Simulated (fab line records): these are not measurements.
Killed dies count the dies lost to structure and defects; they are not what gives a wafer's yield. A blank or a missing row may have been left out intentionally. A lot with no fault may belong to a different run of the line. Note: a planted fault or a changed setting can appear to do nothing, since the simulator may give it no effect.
Which of the tools did it? + flow n5Finfet + Sampling: 20 lots, 60 wafers, 4 of 1938 route steps

== WHAT THE GAUGES READ, wafer by wafer ==
N5_BEOL_M13_CD_MEAS_17: target cd 190 nm.
| lot  | measured     | on       | cdNm (nm)         |
|------|--------------|----------|-------------------|
| L074 | day 10 09:49 | cdSem-02 | 191.3 190.4 191.7 |
| L075 | day 11 04:20 | cdSem-02 | 190.2 190.7 189.7 |
| L077 | day 11 05:00 | cdSem-01 | 188.8 189.7 190.2 |
| L076 | day 11 07:36 | cdSem-01 | 191.3 190.4 190.2 |
| L079 | day 11 20:52 | cdSem-02 | 192.4 191.9 191.6 |
| L080 | day 12 06:40 | cdSem-03 | 190.4 189.3 188.9 |
| L081 | day 12 14:29 | cdSem-01 | 188.8 188.6 186.9 |
| L083 | day 12 19:34 | cdSem-01 | 188.4 189.2 188.9 |
| L085 | day 13 11:43 | cdSem-03 | 189.8 191.2 189.1 |
| L084 | day 13 12:52 | cdSem-02 | 188.2 189.4 187.8 |
| L087 | day 13 20:31 | cdSem-02 | 189.7 191.9 190.9 |
| L089 | day 14 03:50 | cdSem-01 | 191.5 188.6 190.3 |
| L090 | day 14 04:22 | cdSem-02 | 188.5 189.1 189.7 |
| L091 | day 15 02:08 | cdSem-03 | 191.7 193.9 192.3 |
| L092 | day 15 05:23 | cdSem-01 | 190.7 189.5 190.5 |
| L094 | day 15 09:16 | cdSem-02 | 191.5 192.0 192.9 |
| L093 | day 15 19:06 | cdSem-02 | 193.3 193.2 192.1 |
| L095 | day 15 19:38 | cdSem-02 | 191.3 191.5 190.1 |
| L096 | day 15 22:50 | cdSem-01 | 191.1 190.7 191.1 |
| L097 | day 16 19:32 | cdSem-01 | 193.6 191.7 192.5 |

== WHAT TOOL EACH LOT RAN ON (gives the tool, then ch and the chambers of the sampled wafers, and finally the start) ==
| lot  | N5_BEOL_M12_ETCH_67               | N5_BEOL_M12_TRENCH_ETCH_34        | N5_BEOL_M12_SPUTTER_43      |
|------|-----------------------------------|-----------------------------------|-----------------------------|
| L074 | rieDiel-05 ch 0,3, day 10 04:20   | rieDiel-05 ch 0,3, day 10 04:40   | pvdSputter-03, day 10 07:18 |
| L075 | rieDiel-01 ch 2,3, day 10 23:13   | rieDiel-01 ch 2,3, day 10 23:32   | pvdSputter-03, day 11 01:53 |
| L077 | rieDiel-01 ch 1,3, day 11 00:38   | rieDiel-01 ch 1,3, day 11 00:58   | pvdSputter-01, day 11 02:36 |
| L076 | rieDiel-01 ch 0,1,3, day 11 02:25 | rieDiel-01 ch 0,1,3, day 11 02:45 | pvdSputter-03, day 11 05:07 |
| L079 | rieDiel-01 ch 0,1, day 11 17:04   | rieDiel-01 ch 0,1, day 11 17:23   | pvdSputter-03, day 11 18:23 |
| L080 | rieDiel-01 ch 0,1, day 12 00:40   | rieDiel-01 ch 0,1, day 12 00:59   | pvdSputter-03, day 12 04:20 |
| L081 | rieDiel-04 ch 0,3, day 12 11:01   | rieDiel-04 ch 0,3, day 12 11:20   | pvdSputter-03, day 12 11:53 |
| L083 | rieDiel-05 ch 2,3, day 12 14:31   | rieDiel-05 ch 2,3, day 12 14:51   | pvdSputter-03, day 12 16:48 |
| L085 | rieDiel-04 ch 1,2, day 13 03:09   | rieDiel-04 ch 1,2, day 13 03:29   | pvdSputter-03, day 13 09:27 |
| L084 | rieDiel-05 ch 1,3, day 13 03:42   | rieDiel-05 ch 1,3, day 13 04:01   | pvdSputter-01, day 13 09:59 |
| L087 | rieDiel-01 ch 1,2, day 13 16:51   | rieDiel-01 ch 1,2, day 13 17:11   | pvdSputter-02, day 13 18:11 |
| L089 | rieDiel-04 ch 1,2,3, day 14 00:06 | rieDiel-04 ch 1,2,3, day 14 00:26 | pvdSputter-03, day 14 01:21 |
| L090 | rieDiel-01 ch 0,1,2, day 14 00:31 | rieDiel-01 ch 0,1,2, day 14 00:51 | pvdSputter-02, day 14 01:50 |
| L091 | rieDiel-04 ch 0,2, day 14 21:41   | rieDiel-04 ch 0,2, day 14 22:01   | pvdSputter-01, day 14 23:08 |
| L092 | rieDiel-01 ch 1,3, day 15 01:27   | rieDiel-01 ch 1,3, day 15 01:47   | pvdSputter-02, day 15 03:02 |
| L094 | rieDiel-04 ch 0,2,3, day 15 04:31 | rieDiel-04 ch 0,2,3, day 15 04:51 | pvdSputter-01, day 15 06:49 |
| L093 | rieDiel-04 ch 0,2,3, day 15 10:02 | rieDiel-04 ch 0,2,3, day 15 10:22 | pvdSputter-01, day 15 16:28 |
| L095 | rieDiel-05 ch 0,1, day 15 13:29   | rieDiel-05 ch 0,1, day 15 13:49   | pvdSputter-01, day 15 16:59 |
| L096 | rieDiel-05 ch 0,1,2, day 15 18:55 | rieDiel-05 ch 0,1,2, day 15 19:14 | pvdSputter-03, day 15 20:17 |
| L097 | rieDiel-04 ch 1,2,3, day 16 14:41 | rieDiel-04 ch 1,2,3, day 16 15:01 | pvdSputter-03, day 16 16:53 |
- N5_BEOL_M12_ETCH_67: etches SiARC in CF4, target depth 143 nm, time 238.3 s.
- N5_BEOL_M12_TRENCH_ETCH_34: etches SiOC in C4F8/O2/Ar, target depth 318.95 nm, time 125.5 s.
- N5_BEOL_M12_SPUTTER_43: material TaN, target thk 15 nm, time 24.19 s.

== WHAT THE TOOLS THEMSELVES READ (means of the sampled wafers that have a number; where no wafer has one, the mark that the record gives instead) ==
N5_BEOL_M12_ETCH_67.
| lot  | tool       | biasW (W) | drypumpMotorCurrentA (A) | etchRfOnTimeS (s) | oesProductAu (a.u.) | rfFwdPowerW (W) | rfVppV (V) | showerheadPlenumPTorr (Torr) | throttleValvePct (%) |
|------|------------|-----------|--------------------------|-------------------|---------------------|-----------------|------------|------------------------------|----------------------|
| L074 | rieDiel-05 | 36.25     | 5.6                      | 244               | 0.66                | 544.3           | 184.8      | 2.18                         | 15.7                 |
| L075 | rieDiel-01 | 36.02     | 6.1                      | 242               | 0.60                | 545.0           | 183.4      | 2.10                         | 15.7                 |
| L077 | rieDiel-01 | 35.92     | 5.6                      | 240               | 0.64                | 544.7           | 183.5      | 2.08                         | 15.8                 |
| L076 | rieDiel-01 | 35.97     | 5.7                      | 241               | 0.68                | 543.0           | 184.7      | 2.12                         | 15.8                 |
| L079 | rieDiel-01 | 36.10     | 6.2                      | 241               | 0.72                | 543.1           | 184.6      | 2.17                         | 15.9                 |
| L080 | rieDiel-01 | 35.88     | 6.2                      | 239               | 0.71                | 543.3           | 183.8      | 2.17                         | 15.9                 |
| L081 | rieDiel-04 | 35.87     | 6.0                      | 239               | 0.67                | 543.1           | 185.5      | 2.22                         | 15.4                 |
| L083 | rieDiel-05 | 36.07     | 6.3                      | 241               | 0.64                | 544.7           | 184.4      | 2.16                         | 15.7                 |
| L085 | rieDiel-04 | 35.96     | 5.7                      | 237               | 0.70                | 544.0           | 184.6      | 2.16                         | 15.4                 |
| L084 | rieDiel-05 | 36.04     | 6.0                      | 240               | 0.72                | 543.9           | 185.3      | 2.20                         | 15.5                 |
| L087 | rieDiel-01 | 36.00     | 6.6                      | 237               | 0.66                | 543.3           | 183.4      | 2.15                         | 15.9                 |
| L089 | rieDiel-04 | 35.99     | 5.7                      | 239               | 0.64                | 543.1           | 184.2      | 2.17                         | 15.5                 |
| L090 | rieDiel-01 | 35.95     | 6.2                      | 238               | 0.66                | 543.0           | 183.8      | 2.15                         | 15.9                 |
| L091 | rieDiel-04 | 36.04     | 6.0                      | 237               | 0.73                | 544.1           | 185.2      | 2.21                         | 15.2                 |
| L092 | rieDiel-01 | 36.05     | 6.1                      | 237               | 0.73                | 543.2           | 183.5      | 2.20                         | 15.8                 |
| L094 | rieDiel-04 | 36.00     | 6.0                      | 237               | 0.77                | 541.8           | 185.0      | 2.21                         | 15.1                 |
| L093 | rieDiel-04 | 36.00     | 6.0                      | 238               | 0.76                | 540.9           | 184.0      | 2.21                         | 15.1                 |
| L095 | rieDiel-05 | 36.08     | 6.1                      | 245               | 0.70                | 542.7           | 184.0      | 2.14                         | 15.5                 |
| L096 | rieDiel-05 | 36.01     | 6.1                      | 241               | 0.66                | 544.0           | 183.6      | 2.12                         | 15.6                 |
| L097 | rieDiel-04 | 35.95     | 5.7                      | 239               | 0.69                | 543.2           | 184.4      | 2.16                         | 15.4                 |

N5_BEOL_M12_TRENCH_ETCH_34.
| lot  | tool       | biasW (W) | drypumpMotorCurrentA (A) | heInnerTorr (Torr) | oesProductAu (a.u.) | rfFwdPowerW (W) | rfVppV (V) | showerheadPlenumPTorr (Torr) | throttleValvePct (%) |
|------|------------|-----------|--------------------------|--------------------|---------------------|-----------------|------------|------------------------------|----------------------|
| L074 | rieDiel-05 | 701.5     | 5.6                      | 14.985             | 0.77                | 2986            | 667.0      | 3.48                         | 24.2                 |
| L075 | rieDiel-01 | 699.7     | 6.1                      | 15.020             | 0.70                | 2995            | 662.5      | 3.34                         | 24.2                 |
| L077 | rieDiel-01 | 699.5     | 5.6                      | 15.026             | 0.75                | 2984            | 662.4      | 3.32                         | 24.4                 |
| L076 | rieDiel-01 | 699.4     | 5.7                      | 15.018             | 0.80                | 2993            | 663.8      | 3.39                         | 24.5                 |
| L079 | rieDiel-01 | 696.8     | 6.3                      | 15.004             | 0.84                | 2986            | 665.4      | 3.46                         | 24.7                 |
| L080 | rieDiel-01 | 699.6     | 6.2                      | 14.999             | 0.84                | 2998            | 666.4      | 3.46                         | 24.7                 |
| L081 | rieDiel-04 | 702.3     | 6.0                      | 15.005             | 0.78                | 2999            | 668.7      | 3.55                         | 23.9                 |
| L083 | rieDiel-05 | 701.5     | 6.3                      | 14.993             | 0.74                | 2977            | 665.8      | 3.45                         | 24.3                 |
| L085 | rieDiel-04 | 699.5     | 5.8                      | 14.981             | 0.83                | 2997            | 666.8      | 3.45                         | 24.0                 |
| L084 | rieDiel-05 | 698.7     | 6.1                      | 14.999             | 0.84                | 2999            | 667.6      | 3.51                         | 24.1                 |
| L087 | rieDiel-01 | 700.1     | 6.6                      | 15.033             | 0.78                | 2986            | 665.5      | 3.43                         | 24.5                 |
| L089 | rieDiel-04 | 698.9     | 5.7                      | 14.991             | 0.75                | 2989            | 667.7      | 3.46                         | 24.1                 |
| L090 | rieDiel-01 | 698.6     | 6.2                      | 14.971             | 0.77                | 2986            | 665.9      | 3.42                         | 24.5                 |
| L091 | rieDiel-04 | 700.4     | 6.1                      | 14.977             | 0.85                | 2997            | 668.4      | 3.51                         | 23.7                 |
| L092 | rieDiel-01 | 701.8     | 6.1                      | 14.971             | 0.85                | 2977            | 667.8      | 3.51                         | 24.4                 |
| L094 | rieDiel-04 | 701.1     | 6.0                      | 15.020             | 0.90                | 2981            | 667.7      | 3.52                         | 23.7                 |
| L093 | rieDiel-04 | 701.0     | 6.0                      | 14.978             | 0.90                | 2983            | 668.4      | 3.52                         | 23.7                 |
| L095 | rieDiel-05 | 701.4     | 6.1                      | 15.022             | 0.83                | 2983            | 665.3      | 3.42                         | 24.0                 |
| L096 | rieDiel-05 | 698.0     | 6.2                      | 14.970             | 0.78                | 2990            | 664.9      | 3.38                         | 24.1                 |
| L097 | rieDiel-04 | 699.5     | 5.7                      | 15.018             | 0.81                | 2981            | 666.4      | 3.45                         | 24.0                 |

N5_BEOL_M12_SPUTTER_43.
| lot  | tool          | susceptorTempC (C) | throttleValvePct (%) |
|------|---------------|--------------------|----------------------|
| L074 | pvdSputter-03 | 49.93              | 30.4                 |
| L075 | pvdSputter-03 | 49.91              | 30.2                 |
| L077 | pvdSputter-01 | 50.16              | 28.9                 |
| L076 | pvdSputter-03 | 50.04              | 30.4                 |
| L079 | pvdSputter-03 | 50.01              | 30.3                 |
| L080 | pvdSputter-03 | 50.02              | 30.9                 |
| L081 | pvdSputter-03 | 50.11              | 30.5                 |
| L083 | pvdSputter-03 | 50.04              | 30.7                 |
| L085 | pvdSputter-03 | 50.02              | 29.8                 |
| L084 | pvdSputter-01 | 49.85              | 28.4                 |
| L087 | pvdSputter-02 | 49.97              | 30.3                 |
| L089 | pvdSputter-03 | 49.99              | 30.5                 |
| L090 | pvdSputter-02 | 49.99              | 29.8                 |
| L091 | pvdSputter-01 | 50.09              | 30.2                 |
| L092 | pvdSputter-02 | 49.99              | 30.8                 |
| L094 | pvdSputter-01 | 50.02              | 27.8                 |
| L093 | pvdSputter-01 | 49.97              | 29.1                 |
| L095 | pvdSputter-01 | 50.01              | 28.9                 |
| L096 | pvdSputter-03 | 49.95              | 31.0                 |
| L097 | pvdSputter-03 | 49.92              | 30.2                 |

== THE ANSWER, worked out from the rows above alone ==
Rule: the lots themselves supply what counts as usual. The widest of any qualifying gaps counts: lots, ordered by their means at a reading, are off when they make up no more than a third of the lots, leave a main group of 4 or more, and stand apart from it by 3 or more times the standard deviation of that group's means. The tables above print the reading to a certain number of digits; a main group whose means all agree to those digits is not used. A lot without any number at a reading at which 4 lots or more have one is off too. The other lots that the step has rows for count as sound. The gauges are gone through in route order, then the tools' own readings, and for those a lot's mean is taken as printed above. The first step at which some lot is off is used, and at that step the reading that is off furthest; a lot without a number counts as furthest.
Across all readings shown, no lot is off: no conclusion can be drawn from this.

== WHAT THE SIMULATOR PUT IN ==
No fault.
